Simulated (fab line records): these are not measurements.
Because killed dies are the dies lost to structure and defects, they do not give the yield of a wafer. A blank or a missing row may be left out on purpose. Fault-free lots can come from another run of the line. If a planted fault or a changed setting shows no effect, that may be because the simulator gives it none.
fab line records ; flow n5_finfet
[record] lots = 9; wafers = 25; last_day = 19
route steps=1938 shown BEOL_M3@963 BEOL_M4@1111 PASSIVATION@1936
lots that met no fault: from a run of the same line without faults
start_h: hours from the record's first day to the start of the lot's first wafer shown ; wait_h: how many hours have passed since the lot's step before this one ; " unchanged from the row above ; L1.1+2: a single row standing in for several wafers ; - value missing, or start not given ; * or withheld: withheld ; < > ~ a bound
route shown NAME@n: a module of which the file shows steps, and the number in the route of the first ; usual: the fault-free wafers' mean and standard deviation ; same: alike in all rows ; chamber/n: place in a boat ; sites: readings site by site ; _std_site: standard deviation across them ; _edge_site: mean of outer sites minus mean of inner sites ; radius_mm: how far each site lies from the wafer's centre ; mask NAME#n: copy n ; behind: tool/chamber where the wafer was last shaped ; hold: the reason the lot was held/the length of the hold in hours/how it ended ; device: which transistor (n, p or np) failed to switch ; end of line: the tests these same wafers got at the end of their route ; a step with no rows: only its recipe ; killed: dies lost to structure and defects at the first sort, not the wafer's yield ; map: shows each die of a wafer: x if killed, . if not, _ if none is there
set.NAME: setting as actually run; set.NAME@STEP: the setting as run at that earlier step ; model.NAME: the simulator's own value behind a step, which no gauge read
a sample of lots followed through the steps of the route, with each step as a table and each wafer as a row
services: the hour from which a tool's chamber was out of use, counted from the record's first day as start_h (under 0 if before that day), plus the number of hours and why
[[steps]]
[step N5_BEOL_M3_EXPOSE_25]
[recipe] mask_id = V2; na = 0.33; source_shape = quasar; sigma_inner = 0.2; sigma_outer = 0.8; polarization = unpolarized; defocus_nm = 5; dose_mj = 63
lot.wafer;tool;chamber;start_h;wait_h;mask
L153.2+3+6;euv_scanner-02;0;152.84;-;V2#0
L157.1+3+6;euv_scanner-01;0;163.14;-;V2#0
L158.3+4+6;euv_scanner-02;0;181.35;-;V2#0
L159.3+4+5;euv_scanner-02;0;190.89;-;V2#0
L161.1+2+5;euv_scanner-02;0;193.97;-;V2#0
L169.3+4+6;euv_scanner-02;0;253.31;-;V2#0
L173.2+3+6;euv_scanner-02;0;281.72;-;V2#0
L170.2+4;euv_scanner-02;0;282.31;-;V2#0
L175.1+3;euv_scanner-02;0;285.10;-;V2#0
[step N5_BEOL_M3_CD_MEAS_28]
[recipe] target_cd_nm = 25.7; landing_energy_ev = 500; detector = se_inlens; target_cd_y_nm = 23.3; polarity = opening
[usual] cd_nm = 25.74/0.25
lot.wafer;tool;chamber;start_h;wait_h;cd_nm
L153.2;cd_sem-03;0;152.98;-;26.03
L153.3;cd_sem-03;0;152.98;-;26.27
L153.6;cd_sem-03;0;152.98;-;25.94
L157.1;cd_sem-02;0;163.29;-;25.83
L157.3;cd_sem-02;0;163.29;-;26.02
L157.6;cd_sem-02;0;163.29;-;25.60
L158.3;cd_sem-03;0;181.48;-;25.26
L158.4;cd_sem-03;0;181.48;-;25.57
L158.6;cd_sem-03;0;181.48;-;20.94
L159.3;cd_sem-01;0;191.02;-;25.61
L159.4;cd_sem-01;0;191.02;-;25.74
L159.5;cd_sem-01;0;191.02;-;21.30
L161.1;cd_sem-03;0;194.11;-;26.00
L161.2;cd_sem-03;0;194.11;-;25.97
L161.5;cd_sem-03;0;194.11;-;20.79
L169.3;cd_sem-01;0;253.44;-;26.06
L169.4;cd_sem-01;0;253.44;-;25.50
L169.6;cd_sem-01;0;253.44;-;25.69
L173.2;cd_sem-01;0;281.86;-;25.80
L173.3;cd_sem-01;0;281.86;-;25.75
L173.6;cd_sem-01;0;281.86;-;25.54
L170.2;cd_sem-02;0;282.45;-;25.51
L170.4;cd_sem-02;0;282.45;-;25.53
L175.1;cd_sem-01;0;285.24;-;25.45
L175.3;cd_sem-01;0;285.24;-;25.87
[step N5_BEOL_M3_OVL_MEAS_29]
[recipe] points_per_wafer = 522
[usual] V2_OVL = 0.0/0.73
lot.wafer;tool;chamber;start_h;wait_h;V2_OVL[nm]
L153.2;overlay-02;0;153.02;0.0;-0.6
L153.3;overlay-02;0;153.02;0.0;0.3
L153.6;overlay-02;0;153.02;0.0;-0.1
L157.1;overlay-02;0;163.32;0.0;0.4
L157.3;overlay-02;0;163.32;0.0;0.0
L157.6;overlay-02;0;163.32;0.0;-0.2
L158.3;overlay-01;0;181.52;0.0;0.9
L158.4;overlay-01;0;181.52;0.0;1.0
L158.6;overlay-01;0;181.52;0.0;-1.2
L159.3;overlay-02;0;191.06;0.0;-0.1
L159.4;overlay-02;0;191.06;0.0;-0.7
L159.5;overlay-02;0;191.06;0.0;-0.3
L161.1;overlay-02;0;194.14;0.0;0.0
L161.2;overlay-02;0;194.14;0.0;0.8
L161.5;overlay-02;0;194.14;0.0;0.1
L169.3;overlay-01;0;253.48;0.0;-0.6
L169.4;overlay-01;0;253.48;0.0;0.0
L169.6;overlay-01;0;253.48;0.0;-0.3
L173.2;overlay-02;0;281.89;0.0;0.2
L173.3;overlay-02;0;281.89;0.0;0.4
L173.6;overlay-02;0;281.89;0.0;0.3
L170.2;overlay-02;0;282.49;0.0;-0.4
L170.4;overlay-02;0;282.49;0.0;0.5
L175.1;overlay-02;0;285.27;0.0;-1.7
L175.3;overlay-02;0;285.27;0.0;-1.7
[step N5_BEOL_M3_DESCUM_33]
[recipe] chemistry = O2; time_s = 7; source_power_w = 50; bias_power_w = 20; pressure_mtorr = 20; rf_frequency_hz = 2.712e+07; temp_c = 40; resist = CAR-EUV; o2_flow_sccm = 225
[usual] bias_power_w = 20.00/0.054; drypump_motor_current_A = 5.8/0.48; oes_product_au = 0.82/0.09; rf_fwd_power_W = 49.41/0.24; rf_vpp_V = 243.2/1.4; showerhead_plenum_p_Torr = 2.09/0.071; throttle_valve_pct = 20.29/0.26
lot.wafer;tool;chamber;start_h;wait_h;bias_power_w;drypump_motor_current_A;oes_product_au;rf_fwd_power_W;rf_hours_counter_h;rf_vpp_V;showerhead_plenum_p_Torr;throttle_valve_pct
L153.2;rie_diel-03;2;153.11;0.0;19.97;5.8;0.75;50.01;137;243.7;2.10;20.23
L153.3;rie_diel-03;3;153.11;0.0;20.09;6.7;0.95;49.81;10;244.6;2.14;20.16
L153.6;rie_diel-03;2;153.11;0.0;20.02;5.8;0.76;50.01;-;243.3;2.10;20.23
L157.1;rie_diel-02;0;163.41;0.0;19.99;5.6;0.95;49.25;13;242.7;2.05;20.21
L157.3;rie_diel-02;3;163.41;0.0;20.08;6.2;0.69;49.32;216;240.9;1.99;20.57
L157.6;rie_diel-02;1;163.41;0.0;20.05;5.2;0.71;49.28;-;242.5;1.98;20.78
L158.3;rie_diel-03;2;181.60;0.0;20.04;5.8;0.74;49.58;141;242.4;2.10;20.24
L158.4;rie_diel-03;3;181.60;0.0;19.99;6.7;0.91;49.42;20;242.0;2.14;20.17
L158.6;rie_diel-03;3;181.60;0.0;19.99;6.6;0.92;49.51;-;243.6;2.14;20.18
L159.3;rie_diel-01;0;191.14;0.0;20.05;6.4;0.82;49.58;107;243.9;2.10;20.09
L159.4;rie_diel-01;2;191.14;0.0;20.05;5.7;0.86;49.25;44;243.6;2.12;20.22
L159.5;rie_diel-01;3;191.14;0.0;20.05;5.4;0.97;49.73;-;242.7;2.07;20.06
L161.1;rie_diel-01;1;194.23;0.0;19.94;5.8;0.89;49.31;39;246.0;2.23;19.96
L161.2;rie_diel-01;2;194.23;0.0;19.99;5.7;0.86;48.98;45;244.7;2.12;20.24
L161.5;rie_diel-01;2;194.23;0.0;19.99;5.7;0.86;49.20;-;244.3;2.12;20.24
L169.3;rie_diel-02;1;253.56;0.0;20.06;5.2;0.69;49.11;235;241.0;1.98;20.80
L169.4;rie_diel-02;2;253.56;0.0;19.96;6.4;0.92;49.82;18;242.0;2.04;20.37
L169.6;rie_diel-02;0;253.56;0.0;19.95;5.6;0.91;49.19;-;242.2;2.04;20.22
L173.2;rie_diel-02;2;281.98;0.0;20.04;6.4;0.90;49.72;27;243.9;2.03;20.38
L173.3;rie_diel-02;1;281.98;0.0;20.09;5.2;0.69;49.03;241;241.7;1.97;20.79
L173.6;rie_diel-02;3;281.98;0.0;20.08;6.2;0.67;49.28;-;240.6;1.98;20.61
L170.2;rie_diel-03;3;282.57;0.0;19.96;6.6;0.85;49.49;55;244.6;2.12;20.21
L170.4;rie_diel-03;2;282.57;0.0;20.12;5.8;0.71;49.70;176;245.0;2.09;20.29
L175.1;rie_diel-02;1;285.37;0.0;20.02;5.2;0.69;49.29;242;241.5;1.97;20.81
L175.3;rie_diel-02;0;285.37;0.0;19.98;5.6;0.89;49.27;42;241.8;2.04;20.26
[step N5_BEOL_M3_ETCH_77]
[recipe] chemistry = N2/H2; target = underlayer; target_depth_a = 65; mask_material = CAR-EUV; time_s = 5.2; ion_energy_ev = 200; pressure_mtorr = 30; source_w = 840; bias_w = 150; n2_flow_sccm = 200; h2_flow_sccm = 200; ends = cleared
[usual] drypump_motor_current_A = 5.8/0.48; etch_rf_on_time_s = 5.13/0.1; oes_product_au = 0.70/0.079; rf_fwd_power_W = 818.9/2.2; rf_vpp_V = 523.6/2.5; showerhead_plenum_p_Torr = 2.54/0.088; throttle_valve_pct = 17.7/0.32
lot.wafer;tool;chamber;start_h;wait_h;drypump_motor_current_A;etch_rf_on_time_s;oes_product_au;rf_fwd_power_W;rf_hours_counter_h;rf_vpp_V;showerhead_plenum_p_Torr;throttle_valve_pct
L153.2;rie_diel-03;2;153.15;0.0;5.8;5.19;0.64;822.3;137;523.0;2.56;17.7
L153.3;rie_diel-03;3;153.15;0.0;6.6;4.93;0.81;819.1;10;523.9;2.60;17.5
L153.6;rie_diel-03;2;153.15;0.0;5.8;5.20;0.64;823.3;-;524.6;2.56;17.7
L157.1;rie_diel-02;0;163.44;0.0;5.6;4.99;0.81;819.6;13;523.4;2.49;17.6
L157.3;rie_diel-02;3;163.44;0.0;6.2;5.27;0.59;816.9;216;520.3;2.42;18.1
L157.6;rie_diel-02;1;163.44;0.0;5.2;5.22;0.60;816.2;-;519.7;2.41;18.2
L158.3;rie_diel-03;2;181.64;0.0;5.8;5.19;0.63;820.8;141;524.6;2.55;17.7
L158.4;rie_diel-03;3;181.64;0.0;6.7;4.99;0.77;821.4;20;526.6;2.60;17.5
L158.6;rie_diel-03;3;181.64;0.0;6.7;4.92;0.80;818.6;-;525.3;2.60;17.5
L159.3;rie_diel-01;0;191.17;0.0;6.5;5.18;0.69;820.2;107;524.8;2.56;17.6
L159.4;rie_diel-01;2;191.17;0.0;5.7;5.20;0.71;819.9;44;525.4;2.61;17.8
L159.5;rie_diel-01;3;191.17;0.0;5.4;5.11;0.84;816.7;-;523.3;2.48;17.2
L161.1;rie_diel-01;1;194.27;0.0;5.7;4.99;0.77;821.1;39;528.1;2.70;17.4
L161.2;rie_diel-01;2;194.27;0.0;5.7;5.17;0.72;815.7;45;523.9;2.61;17.8
L161.5;rie_diel-01;2;194.27;0.0;5.7;5.23;0.72;815.9;-;525.6;2.61;17.8
L169.3;rie_diel-02;1;253.60;0.0;5.2;5.26;0.59;822.4;235;520.0;2.40;18.2
L169.4;rie_diel-02;2;253.60;0.0;6.4;5.17;0.79;818.9;18;523.0;2.49;17.8
L169.6;rie_diel-02;0;253.60;0.0;5.6;5.01;0.76;816.6;-;521.7;2.48;17.6
L173.2;rie_diel-02;2;282.02;0.0;6.4;5.16;0.78;817.6;27;521.8;2.48;17.8
L173.3;rie_diel-02;1;282.02;0.0;5.2;5.28;0.57;819.3;241;518.5;2.40;18.2
L173.6;rie_diel-02;3;282.02;0.0;6.2;5.29;0.56;821.3;-;518.5;2.41;18.2
L170.2;rie_diel-03;3;282.61;0.0;6.7;5.01;0.74;818.1;55;522.8;2.58;17.6
L170.4;rie_diel-03;2;282.61;0.0;5.7;5.20;0.61;820.1;176;522.1;2.54;17.8
L175.1;rie_diel-02;1;285.40;0.0;5.2;5.21;0.59;822.4;242;520.6;2.40;18.3
L175.3;rie_diel-02;0;285.40;0.0;5.6;4.99;0.76;817.1;42;522.6;2.47;17.6
[step N5_BEOL_M4_RC_MEAS_101]
[usual] CHAIN_V2 = 227/8.9; CHAIN_V2_max_site = 236/10; DIBL_N = 37.2/2.1; DIBL_P = 37.3/2.3; IOFF_N = 0.18/0.041; IOFF_P = 0.24/0.042; ION_N = 680/13; ION_P = 466/7.7; SS_N = 71.8/0.68; SS_P = 73.5/0.66; VT_N = 249/3.6; VT_P = -248/3.4
lot.wafer;tool;chamber;start_h;wait_h;CHAIN_V2[ohm/link];CHAIN_V2_max_site[ohm/link];DIBL_N[mV/V];DIBL_P[mV/V];IOFF_N[nA/um];IOFF_P[nA/um];ION_N[uA/um];ION_P[uA/um];SS_N[mV/dec];SS_P[mV/dec];VT_N[mV];VT_P[mV]
L153.2;prober-02;0;176.10;0.2;229;235;36.9;36.3;0.16;0.22;673;467;71.0;72.9;248;-250
L153.3;prober-02;0;176.10;0.2;229;237;36.9;36.9;0.16;0.22;670;467;71.6;73.0;247;-248
L153.6;prober-02;0;176.10;0.2;246;254;37.2;37.8;0.18;0.23;678;466;71.7;73.3;249;-248
L157.1;prober-02;0;202.25;0.0;248;257;37.4;34.9;0.14;0.19;667;458;71.9;73.1;251;-251
L157.3;prober-02;0;202.25;0.0;242;251;38.0;36.7;0.16;0.21;666;458;71.9;73.1;249;-251
L157.6;prober-02;0;202.25;0.0;237;248;35.2;31.8;0.11;0.15;652;450;70.9;71.9;257;-256
L158.3;prober-02;0;205.13;0.3;222;231;39.4;39.2;0.25;0.30;694;472;72.9;73.9;243;-246
L158.4;prober-02;0;205.13;0.3;226;241;35.0;33.6;0.14;0.21;656;460;71.2;72.8;252;-249
L158.6;prober-02;0;205.13;0.3;360;384;35.1;34.5;0.15;0.23;679;471;70.9;73.0;248;-248
L159.3;prober-02;0;210.05;0.3;222;231;34.4;33.7;0.13;0.19;676;468;71.2;73.0;254;-252
L159.4;prober-02;0;210.05;0.3;238;250;35.4;35.4;0.14;0.21;668;460;71.7;72.4;252;-248
L159.5;prober-02;0;210.05;0.3;354;370;35.9;35.8;0.15;0.22;673;464;71.1;73.9;248;-246
L161.1;prober-01;0;211.60;0.0;212;218;34.2;34.9;0.13;0.18;669;460;71.1;72.9;252;-253
L161.2;prober-01;0;211.60;0.0;235;242;36.8;37.7;0.17;0.24;677;465;71.3;73.5;246;-247
L169.3;prober-02;0;271.24;0.3;230;239;34.8;34.9;0.13;0.19;678;467;71.0;72.9;255;-248
L169.4;prober-02;0;271.24;0.3;240;254;36.9;38.3;0.16;0.25;687;475;71.2;73.7;251;-245
L169.6;prober-02;0;271.24;0.3;214;222;35.8;37.3;0.15;0.23;685;470;71.2;72.9;252;-249
L170.2;prober-01;0;305.43;0.2;237;249;39.4;40.3;0.22;0.30;684;479;73.5;74.3;247;-246
L170.4;prober-01;0;305.43;0.2;240;248;39.5;40.7;0.21;0.31;675;470;72.4;74.2;250;-244
L173.2;prober-02;0;313.11;0.2;230;238;38.3;36.8;0.17;0.22;676;462;71.4;73.8;248;-248
L173.3;prober-02;0;313.11;0.2;232;237;37.0;34.8;0.15;0.20;687;465;71.8;72.7;250;-249
L173.6;prober-02;0;313.11;0.2;225;228;36.4;35.6;0.15;0.21;677;474;71.5;73.0;250;-249
L175.1;prober-01;0;332.36;0.0;213;222;33.0;34.6;0.12;0.19;675;472;70.5;72.3;250;-252
L175.3;prober-01;0;332.36;0.0;226;234;34.9;36.7;0.14;0.23;666;466;71.6;72.7;252;-248
// sites CHAIN_V2 radius_mm=0,75,75,75,75,140,140,140,140
L153.2 227 232 229 234 229 231 227 216 235
L157.1 245 254 257 250 248 239 247 250 238
L158.3 227 231 225 222 228 214 208 214 215
L159.3 218 230 227 221 231 226 216 222 221
L161.1 202 209 207 214 207 218 212 213 213
L169.3 230 234 236 239 233 216 224 228 221
L170.2 237 245 247 244 249 236 233 225 232
L173.2 230 237 238 236 224 219 217 230 210
L175.1 216 216 218 213 222 204 211 212 207
[step N5_PASSIVATION_PROBE_49]
[usual] defect_limited_yield = 91.0/1.6; killed_at_M0_to_M3 = 35/11; killed_at_M4_up = 14/5.3; killed_at_contacts = 13/6.7; killed_at_front_end = 41/12; killed_at_other = 3.9/2.7; killed_dies = 106/19; killed_on_rim = 14/4; killed_open = 70/14; killed_short = 35/8.8; sort_bin_5_function = 5.3/1; sort_bin_6_memory = 3.3/0.81; sort_n_pass = 1073/19; sort_yield_pct = 91.0/1.6
[same] gross_dies = 1180; killed_at_back_side = 0; sort_bin_4_leakage[%] = 0; sort_bin_8_speed[%] = 0
lot.wafer;tool;chamber;start_h;wait_h;defect_limited_yield[%];killed_at_M0_to_M3;killed_at_M4_up;killed_at_contacts;killed_at_front_end;killed_at_other;killed_dies;killed_on_rim;killed_open;killed_short;sort_bin_5_function[%];sort_bin_6_memory[%];sort_n_pass;sort_yield_pct[%]
L158.3;prober-02;-;319.75;0.1;92.1;47;9;14;22;1;93;15;65;28;5.3;2.5;1087;92.1
L158.4;prober-02;-;319.80;0.2;90.4;53;6;23;26;5;113;15;87;22;4.8;4.3;1067;90.4
L158.6;prober-02;-;319.90;0.3;49.2;551;11;5;33;0;600;106;51;42;47.2;3.3;580;49.2
L159.3;prober-01;-;324.08;0.1;91.7;37;16;7;37;1;98;15;72;26;5.0;3.1;1082;91.7
L159.4;prober-01;-;324.13;0.2;92.1;35;12;6;38;2;93;14;58;34;5.0;2.6;1087;92.1
L159.5;prober-01;-;324.18;0.2;61.1;372;22;6;55;4;459;94;86;34;35.1;3.6;721;61.1
L161.1;prober-02;-;325.83;0.0;89.5;25;14;16;66;3;124;13;66;54;5.3;4.5;1056;89.5
L161.2;prober-02;-;325.88;0.1;89.9;23;12;17;55;12;119;14;69;49;6.2;3.6;1061;89.9
L161.5;prober-02;-;326.03;0.2;29.5;739;12;17;60;4;832;130;64;47;66.0;3.6;348;29.5
L169.3;prober-01;-;387.78;0.1;92.6;23;21;11;27;5;87;10;64;23;4.2;3.0;1093;92.6
L169.4;prober-01;-;387.83;0.2;90.4;41;16;15;29;12;113;10;83;29;5.3;4.1;1067;90.4
L169.6;prober-01;-;387.93;0.3;93.1;19;5;15;39;4;82;10;61;21;3.7;2.9;1098;93.1
// killed by level:class
L158.3 MOL_CONTACT_COAG:geometric_particle:open=12 BEOL_M0_SAQP:geometric_particle:open=9 BEOL_M1:geometric_particle:short=9 BEOL_M1:geometric_particle:open=7 BEOL_M3:geometric_particle:open=7 BEOL_M0_SAQP:geometric_particle:short=6 SDB:geometric_particle:open=4 BEOL_M0:geometric_particle:open=4
L158.4 MOL_CONTACT_COAG:geometric_particle:open=23 BEOL_M3:geometric_particle:open=16 BEOL_M0_SAQP:geometric_particle:open=10 BEOL_M0_SAQP:geometric_particle:short=8 BEOL_M1:geometric_particle:open=7 FIN_SAQP:geometric_particle:open=6 BEOL_M3:geometric_particle:short=6 BEOL_M0:geometric_particle:open=4
L158.6 BEOL_M3:area_expose=506 BEOL_M0_SAQP:geometric_particle:short=10 FIN_SAQP:geometric_particle:open=8 BEOL_M0_SAQP:geometric_particle:open=7 FIN_SAQP:geometric_particle:short=6 BEOL_M3:geometric_particle:open=6 DUMMY_GATE:geometric_particle:open=5 BEOL_M1:geometric_particle:open=5
L159.3 STI_FIN_REVEAL:geometric_particle:open=17 BEOL_M0_SAQP:geometric_particle:open=13 BEOL_M2:geometric_particle:open=11 BEOL_M5:geometric_particle:open=10 BEOL_M0_SAQP:geometric_particle:short=6 STI_FIN_REVEAL:geometric_particle:short=4 MOL_CONTACT_COAG:geometric_particle:open=4 FIN_SAQP:geometric_particle:short=3
L159.4 BEOL_M3:geometric_particle:open=14 STI_FIN_REVEAL:geometric_particle:open=10 FIN_SAQP:geometric_particle:open=8 BEOL_M0_SAQP:geometric_particle:short=8 FIN_SAQP:geometric_particle:short=7 MOL_CONTACT_COAG:geometric_particle:open=6 BEOL_M3:geometric_particle:short=4 BEOL_M5:geometric_particle:open=4
L159.5 BEOL_M3:area_expose=338 STI_FIN_REVEAL:geometric_particle:open=21 BEOL_M5:geometric_particle:open=12 BEOL_M2:geometric_particle:open=10 BEOL_M0_SAQP:geometric_particle:short=9 BEOL_M1:geometric_particle:open=7 BEOL_M0_SAQP:geometric_particle:open=6 STI_FIN_REVEAL:geometric_particle:short=5
L161.1 STI_FIN_REVEAL:geometric_particle:open=15 MOL_CONTACT_COAG:geometric_particle:open=12 FIN_SAQP:geometric_particle:short=11 GATE_CUT:geometric_particle:short=11 FIN_SAQP:geometric_particle:open=10 BEOL_M0_SAQP:geometric_particle:short=8 BEOL_M0_SAQP:geometric_particle:open=6 GATE_CUT:geometric_particle:open=5
L161.2 MOL_CONTACT_COAG:geometric_particle:open=13 FIN_SAQP:geometric_particle:short=10 FIN_SAQP:geometric_particle:open=9 STI_FIN_REVEAL:geometric_particle:open=9 GATE_CUT:geometric_particle:short=9 BEOL_M0_SAQP:geometric_particle:open=7 BEOL_M0_SAQP:geometric_particle:short=6 STARTING-WAFER:geometric_particle:short=5
L161.5 BEOL_M3:area_expose=716 MOL_CONTACT_COAG:geometric_particle:open=14 FIN_SAQP:geometric_particle:open=10 GATE_CUT:geometric_particle:short=9 FIN_SAQP:geometric_particle:short=8 DUMMY_GATE:geometric_particle:open=6 BEOL_M0_SAQP:geometric_particle:short=6 BEOL_M3:geometric_particle:open=6
L169.3 BEOL_M0_SAQP:geometric_particle:open=11 BEOL_M4:geometric_particle:open=10 MOL_CONTACT_COAG:geometric_particle:open=9 STI_FIN_REVEAL:geometric_particle:open=7 FIN_SAQP:geometric_particle:short=4 ILD0:geometric_particle:short=4 BEOL_M0_SAQP:geometric_particle:short=4 BEOL_M0:geometric_particle:open=3
L169.4 MOL_CONTACT_COAG:geometric_particle:open=14 BEOL_M0_SAQP:geometric_particle:open=10 BEOL_M1:geometric_particle:open=9 BEOL_M0_SAQP:geometric_particle:short=8 BEOL_M4:geometric_particle:open=6 FIN_SAQP:geometric_particle:open=5 STI_FIN_REVEAL:geometric_particle:open=5 FIN_SAQP:geometric_particle:short=4
L169.6 MOL_CONTACT_COAG:geometric_particle:open=13 STI_FIN_REVEAL:geometric_particle:open=11 FIN_SAQP:geometric_particle:open=6 DUMMY_GATE:geometric_particle:open=5 GATE_CUT:geometric_particle:short=5 BEOL_M0_SAQP:geometric_particle:short=5 BEOL_M1:geometric_particle:open=5 ILD0:geometric_particle:open=3
[[services]]
tool;chamber;start_h;hours;kind
euv_scanner-02;-;133.35;4.1;repair
euv_scanner-02;-;148.96;1.0;pm
rie_diel-02;2;152.47;-;clean
rie_diel-02;2;152.47;-;consumable_replace:focus_ring
rie_diel-02;2;152.47;24.3;scheduled_down
rie_diel-02;2;152.47;24.3;vent_cycle
rie_diel-03;2;170.50;10.6;repair
euv_scanner-01;-;171.63;1.0;pm
rie_diel-01;3;172.28;-;clean
rie_diel-01;3;172.28;-;consumable_replace:focus_ring
euv_scanner-01;-;179.16;4.6;pm
rie_diel-02;-;186.52;0.8;repair
euv_scanner-01;-;186.58;5.8;pm
euv_scanner-02;-;205.11;1.0;pm
euv_scanner-02;-;206.23;4.6;pm
euv_scanner-02;-;215.37;5.8;pm
rie_diel-01;3;216.72;5.4;repair
rie_diel-02;-;226.79;14.6;pm
euv_scanner-01;-;227.78;1.0;pm
euv_scanner-02;-;261.29;1.0;pm
rie_diel-01;-;271.77;2.8;pm
rie_diel-02;0;275.91;6.9;repair
euv_scanner-02;0;277.17;-;calibration
euv_scanner-01;-;283.93;1.0;pm
[[key]]
[first_sign] step = N5_BEOL_M3_CD_MEAS_28; reading = cd_nm; direction = down; sigmas = 19; usual = 25.74; struck = 21.01
[effect] step = N5_BEOL_M4_RC_MEAS_101; reading = CHAIN_V2; direction = up; sigmas = 15; usual = 227; struck = 357
[effect] step = N5_BEOL_M4_RC_MEAS_101; reading = CHAIN_V2_max_site; direction = up; sigmas = 14; usual = 236; struck = 377
[effect] step = N5_PASSIVATION_PROBE_49; reading = killed_at_M0_to_M3; direction = up; sigmas = 46; usual = 35; struck = 554
[more_kills_born_at] N5_BEOL_M3_EXPOSE_25@euv_scanner-02 = 1560
met_at N5_BEOL_M3_EXPOSE_25
struck_lots L158,L159,L161
struck_wafers L158.6,L159.5,L161.5
later_rows_left_out L161.5
not_acting_at N5_BEOL_M3_OVL_MEAS_29,N5_BEOL_M3_DESCUM_33,N5_BEOL_M3_ETCH_77
onset_between 152.84 181.35
[fault] kind = process_parameter_drift; tool = euv_scanner-02; chamber = -; onset_h = 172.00; steps = N5_BEOL_M3_EXPOSE_25; channel = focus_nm; offset = 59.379; shape = step; end_h = 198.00; scope = struck_wafers_only
// later_rows_left_out: the simulator's readings of these wafers behind a module that went badly wrong aren't trusted and aren't shown, but for the sort
